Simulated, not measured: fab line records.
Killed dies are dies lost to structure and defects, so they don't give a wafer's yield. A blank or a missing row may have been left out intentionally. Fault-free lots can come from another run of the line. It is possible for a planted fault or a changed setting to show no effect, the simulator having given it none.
fab line records -- flow nandHarc -- part 2 of 2: steps 5 to 6 of 6
record: lots: 22, wafers: 66, lastDay: 34
route steps=1302 shown A_STAIRCASE@747
lots untouched by any fault: they come from a run of this same line in which no faults occurred
startH: the number of hours between the record's first day and the start of the first shown wafer of the lot -- waitH: time in hours since the lot's previous step -- " identical to the entry in the row above -- L1.1+2: one row covering several wafers at once -- - either no value or no given start -- * or withheld: withheld -- < > ~ a bound
route shown NAME@n: NAME is a module with steps in the file, n the number in the route of the first one -- usual: mean and standard deviation over wafers with no fault -- same: alike in all rows -- chamber/n: place in a boat -- sites: readings site by site -- _std_site: standard deviation of those values -- _edge_site: outer sites' mean less inner sites' -- radiusMm: how far each site lies from the wafer's centre -- mask NAME#n: copy n -- behind: the most recent tool/chamber to have shaped the wafer -- hold: why the lot was held/for how many hours/how that ended -- device: transistor that didn't switch, given as n, p or np -- end of line: tests run on the same wafers once the route is complete -- step lacking rows: just its recipe -- killed: dies lost to structure and defects at the first sort, not the wafer's yield -- map: the dies of a wafer, with x for killed, . for not killed, _ for no die there
set.NAME: the setting the step ran with; set.NAME@STEP: the setting that earlier step ran with -- model.NAME: the simulator's own value behind a step, which no gauge read
one table for each step of the route and one row for each wafer, over a sample of lots
services: from which hour (startH, from the record's first day; less than 0 if before it) a tool's chamber was out of use, for how many hours, and why
== steps ==
step: NHARC_A_STAIRCASE_ETCH_452
recipe: targetDepthA: 300, overetchA: 30, timeS: 16.5, ionEnergyEv: 100, cf4FlowSccm: 80, o2FlowSccm: 20, arFlowSccm: 0, rfW: 300, biasW: 100, chemistry: CF4/O2
usual: cf4FlowSccm: 79.99/0.23, drypumpMotorCurrentA: 5.8/0.49, oesProductAu: 1.002/0.0091, rfVppV: 197.7/1.5, showerheadPlenumPTorr: 1.33/0.066, throttleValvePct: 13.396/0.0087
lot.wafer,tool,chamber,startH,waitH,cf4FlowSccm,drypumpMotorCurrentA,oesProductAu,rfHoursCounterH,rfVppV,showerheadPlenumPTorr,throttleValvePct
L074.3,rieDiel-04,0,-,-,79.94,5.2,1.000,6,195.6,1.27,13.384
L074.2,rieDiel-04,1,-,-,80.16,5.4,1.006,4,199.7,1.43,13.397
L074.5,rieDiel-04,1,-,-,79.72,5.4,1.002,-,198.9,1.43,13.392
L075.4,rieDiel-04,0,-,-,80.08,5.2,1.001,8,196.3,1.26,13.386
L075.1,rieDiel-04,1,-,-,80.03,5.3,1.009,6,199.2,1.43,13.402
L075.2,rieDiel-04,3,-,-,80.14,6.2,1.002,10,199.2,1.33,13.389
L078.3,rieDiel-04,0,-,-,80.00,5.2,1.016,18,195.1,1.26,13.384
L078.2,rieDiel-04,1,-,-,80.11,5.3,1.005,17,200.7,1.43,13.385
L078.6,rieDiel-04,2,-,-,80.21,5.7,0.989,-,197.6,1.34,13.396
L079.1,rieDiel-11,0,-,-,80.14,6.4,1.013,53,198.6,1.32,13.391
L079.3,rieDiel-11,2,-,-,80.06,5.6,1.013,53,196.6,1.24,13.401
L079.6,rieDiel-11,3,-,-,79.81,5.8,1.011,-,196.2,1.24,13.379
L080.3,rieDiel-04,1,-,-,80.19,5.4,1.000,25,199.5,1.43,13.396
L080.2,rieDiel-04,2,-,-,80.19,5.7,0.992,27,197.3,1.34,13.395
L080.5,rieDiel-04,1,-,-,79.94,5.4,0.992,-,200.4,1.43,13.396
L081.3,rieDiel-04,0,-,-,79.91,5.2,1.017,34,196.7,1.26,13.405
L081.6,rieDiel-04,2,-,-,80.19,5.7,0.993,-,198.0,1.34,13.397
L081.5,rieDiel-04,3,-,-,79.56,6.2,0.993,-,197.2,1.32,13.397
L082.3,rieDiel-05,3,-,-,80.09,5.0,0.999,12,199.5,1.44,13.416
L082.2,rieDiel-05,0,-,-,80.06,5.5,1.020,16,198.8,1.38,13.398
L082.4,rieDiel-05,3,-,-,80.06,4.9,1.007,-,200.0,1.44,13.392
L083.2,rieDiel-11,2,-,-,80.30,5.5,0.999,10,196.7,1.24,13.388
L083.6,rieDiel-11,3,-,-,79.91,5.8,0.999,-,199.6,1.44,13.397
L083.5,rieDiel-11,0,-,-,80.07,6.4,1.000,-,198.1,1.31,13.384
L084.2,rieDiel-04,3,-,-,79.67,6.2,0.993,39,198.5,1.32,13.401
L084.1,rieDiel-04,0,-,-,79.82,5.2,1.008,39,197.6,1.26,13.390
L084.4,rieDiel-04,1,-,-,79.51,5.4,1.005,39,199.5,1.42,13.404
L085.3,rieDiel-05,2,-,-,80.20,6.3,1.002,16,196.1,1.27,13.392
L085.1,rieDiel-05,3,-,-,79.78,5.0,1.011,29,199.2,1.44,13.375
L085.6,rieDiel-05,0,-,-,80.34,5.5,0.995,-,198.8,1.38,13.397
L086.1,rieDiel-05,3,-,-,80.32,4.9,1.008,32,201.4,1.44,13.389
L086.6,rieDiel-05,0,-,-,80.10,5.5,0.999,-,198.0,1.38,13.391
L086.5,rieDiel-05,1,-,-,79.67,6.7,0.990,-,197.7,1.29,13.388
L087.4,rieDiel-05,2,-,-,79.85,6.3,0.994,20,195.5,1.26,13.396
L087.3,rieDiel-05,1,-,-,79.92,6.6,0.995,33,195.1,1.29,13.393
L087.6,rieDiel-05,3,-,-,80.03,4.9,0.998,-,199.0,1.44,13.395
L088.3,rieDiel-04,3,-,-,79.76,6.3,0.999,49,198.4,1.32,13.403
L088.6,rieDiel-04,3,-,-,79.62,6.2,1.002,-,198.0,1.32,13.391
L088.5,rieDiel-04,0,-,-,79.91,5.2,1.008,-,195.3,1.26,13.399
L091.2,rieDiel-05,3,-,-,79.83,4.9,1.017,43,200.2,1.44,13.392
L091.1,rieDiel-05,1,-,-,80.39,6.6,1.001,45,197.1,1.29,13.386
L091.3,rieDiel-05,2,-,-,79.83,6.3,1.010,30,196.2,1.26,13.411
L089.3,rieDiel-05,1,-,-,79.61,6.6,0.994,45,197.9,1.29,13.379
L089.4,rieDiel-05,2,-,-,79.56,6.3,1.003,30,196.9,1.26,13.384
L089.6,rieDiel-05,1,-,-,79.59,6.7,0.992,-,196.2,1.29,13.391
L090.2,rieDiel-11,2,-,-,80.07,5.5,1.012,33,194.5,1.24,13.398
L090.4,rieDiel-11,3,-,-,80.18,5.8,1.011,30,199.1,1.44,13.396
L090.5,rieDiel-11,2,-,-,79.53,5.5,1.005,-,195.4,1.24,13.388
L092.5,rieDiel-04,3,-,-,80.29,6.2,1.012,-,196.4,1.32,13.396
L092.6,rieDiel-04,1,-,-,80.00,5.4,1.009,-,198.7,1.42,13.399
L092.4,rieDiel-04,2,-,-,80.04,5.7,0.996,-,197.8,1.33,13.401
L093.1,rieDiel-11,0,-,-,80.04,6.4,1.010,43,196.3,1.31,13.389
L093.3,rieDiel-11,1,-,-,79.81,5.8,0.985,42,198.6,1.37,13.394
L093.4,rieDiel-11,3,-,-,79.79,5.8,1.003,39,199.3,1.44,13.389
L094.3,rieDiel-04,2,-,-,80.03,5.7,1.002,10,197.5,1.33,13.385
L094.1,rieDiel-04,3,-,-,80.02,6.3,1.020,10,197.3,1.32,13.399
L094.2,rieDiel-04,1,-,-,80.41,5.4,1.009,10,199.8,1.42,13.398
L095.4,rieDiel-11,1,-,-,79.98,5.8,0.978,50,197.7,1.37,13.400
L095.5,rieDiel-11,1,-,-,79.44,5.8,0.999,-,197.4,1.37,13.399
L095.6,rieDiel-11,2,-,-,79.96,5.5,1.006,-,195.1,1.23,13.392
L097.2,rieDiel-05,2,-,-,79.82,6.3,0.995,7,196.5,1.26,13.388
L097.3,rieDiel-05,1,-,-,80.52,6.6,0.985,4,196.6,1.28,13.416
L097.5,rieDiel-05,2,-,-,80.00,6.3,1.007,-,196.8,1.26,13.397
L096.3,rieDiel-04,3,-,-,80.24,6.3,1.016,26,196.7,1.31,13.394
L096.2,rieDiel-04,1,-,-,79.90,5.4,1.015,28,199.9,1.41,13.382
L096.6,rieDiel-04,3,-,-,80.02,6.2,1.020,-,199.1,1.31,13.395
step: NHARC_A_STAIRCASE_HM_DEP_462
recipe: targetThkA: 8000, tempC: 400, material: aC
usual: throttleValvePct: 35.001/0.0093
lot.wafer,tool,chamber,startH,waitH,throttleValvePct
L074.2,aclDep-03,0,380.39,3.2,35.005
L074.3,aclDep-03,0,380.39,3.2,34.989
L074.5,aclDep-03,0,380.39,3.2,35.001
L075.1,aclDep-03,0,390.00,0.1,35.007
L075.2,aclDep-03,0,390.00,0.1,35.012
L075.4,aclDep-03,0,390.00,0.1,35.020
L078.2,aclDep-02,0,418.45,1.5,35.004
L078.3,aclDep-02,0,418.45,1.5,35.000
L078.6,aclDep-02,0,418.45,1.5,35.006
L079.1,aclDep-02,0,420.68,0.1,35.017
L079.3,aclDep-02,0,420.68,0.1,35.007
L079.6,aclDep-02,0,420.68,0.1,35.010
L080.2,aclDep-02,0,442.09,3.1,34.990
L080.3,aclDep-02,0,442.09,3.1,35.000
L080.5,aclDep-02,0,442.09,3.1,35.004
L081.3,aclDep-02,0,458.08,2.7,35.009
L081.5,aclDep-02,0,458.08,2.7,34.997
L081.6,aclDep-02,0,458.08,2.7,35.001
L082.2,aclDep-01,0,463.11,6.0,34.987
L082.3,aclDep-01,0,463.11,6.0,35.004
L082.4,aclDep-01,0,463.11,6.0,35.012
L083.2,aclDep-02,0,475.29,0.4,34.998
L083.5,aclDep-02,0,475.29,0.4,34.996
L083.6,aclDep-02,0,475.29,0.4,35.004
L084.1,aclDep-01,0,484.80,2.8,34.994
L084.2,aclDep-01,0,484.80,2.8,35.002
L084.4,aclDep-01,0,484.80,2.8,35.003
L085.1,aclDep-01,0,497.38,1.4,34.994
L085.3,aclDep-01,0,497.38,1.4,35.015
L085.6,aclDep-01,0,497.38,1.4,35.021
L086.1,aclDep-02,0,508.24,0.4,35.014
L086.5,aclDep-02,0,509.46,1.7,35.014
L086.6,aclDep-02,0,509.46,1.7,35.000
L087.3,aclDep-02,0,511.03,0.7,35.004
L087.4,aclDep-02,0,511.03,0.7,35.002
L087.6,aclDep-02,0,511.03,0.7,35.011
L088.3,aclDep-01,0,519.36,0.7,35.002
L088.5,aclDep-01,0,519.36,0.7,35.000
L088.6,aclDep-01,0,519.36,0.7,35.025
L091.1,aclDep-02,0,539.73,0.1,35.026
L091.2,aclDep-02,0,539.73,0.1,35.012
L091.3,aclDep-02,0,539.73,0.1,35.002
L090.2,aclDep-01,0,544.36,0.4,35.005
L090.4,aclDep-01,0,544.36,0.4,35.015
L090.5,aclDep-01,0,544.36,0.4,35.006
L089.3,aclDep-03,0,544.59,2.0,34.997
L089.4,aclDep-03,0,544.59,2.0,34.999
L089.6,aclDep-03,0,544.59,2.0,35.004
L092.4,aclDep-02,0,562.90,2.2,35.018
L092.5,aclDep-02,0,562.90,2.2,34.994
L092.6,aclDep-02,0,562.90,2.2,35.012
L093.1,aclDep-03,0,571.58,0.1,34.993
L093.3,aclDep-03,0,571.58,0.1,35.001
L093.4,aclDep-03,0,571.58,0.1,35.009
L094.1,aclDep-01,0,572.06,0.1,34.997
L094.2,aclDep-01,0,572.06,0.1,34.995
L094.3,aclDep-01,0,572.06,0.1,35.001
L095.4,aclDep-02,0,597.02,1.0,34.986
L095.5,aclDep-02,0,597.02,1.0,35.002
L095.6,aclDep-02,0,597.02,1.0,34.986
L097.2,aclDep-01,0,618.16,1.2,34.997
L097.3,aclDep-01,0,618.16,1.2,34.986
L097.5,aclDep-01,0,618.16,1.2,34.986
L096.2,aclDep-01,0,624.21,3.7,34.997
L096.3,aclDep-01,0,624.21,3.7,34.989
L096.6,aclDep-01,0,624.21,3.7,35.008
== services ==
tool,chamber,startH,hours,kind
aclDep-02,-,338.71,1.4,repair
rieDiel-04,-,354.97,9.0,pm
rieDiel-04,-,365.64,0.3,repair
pecvd-03,-,366.22,13.0,pm
aclDep-01,-,368.49,13.0,pm
rieDiel-05,0,386.85,20.6,repair
rieDiel-05,-,406.65,9.0,pm
aclDep-02,-,426.95,13.0,pm
rieDiel-11,-,432.64,9.0,pm
pecvd-04,-,450.00,13.0,pm
rieDiel-05,2,452.12,16.0,repair
pecvd-01,1,464.36,8.1,repair
pecvd-04,-,483.89,0.4,repair
pecvd-01,-,492.12,13.0,pm
rieDiel-04,0,518.99,65.0,repair
rieDiel-04,-,533.58,9.0,pm
pecvd-04,-,549.49,2.3,repair
aclDep-01,-,551.51,13.0,pm
aclDep-02,-,579.88,4.2,repair
rieDiel-05,-,583.65,9.0,pm
pecvd-01,-,585.73,1.9,repair
aclDep-02,-,608.92,13.0,pm
rieDiel-11,-,609.92,9.0,pm
rieDiel-04,-,617.11,0.4,repair
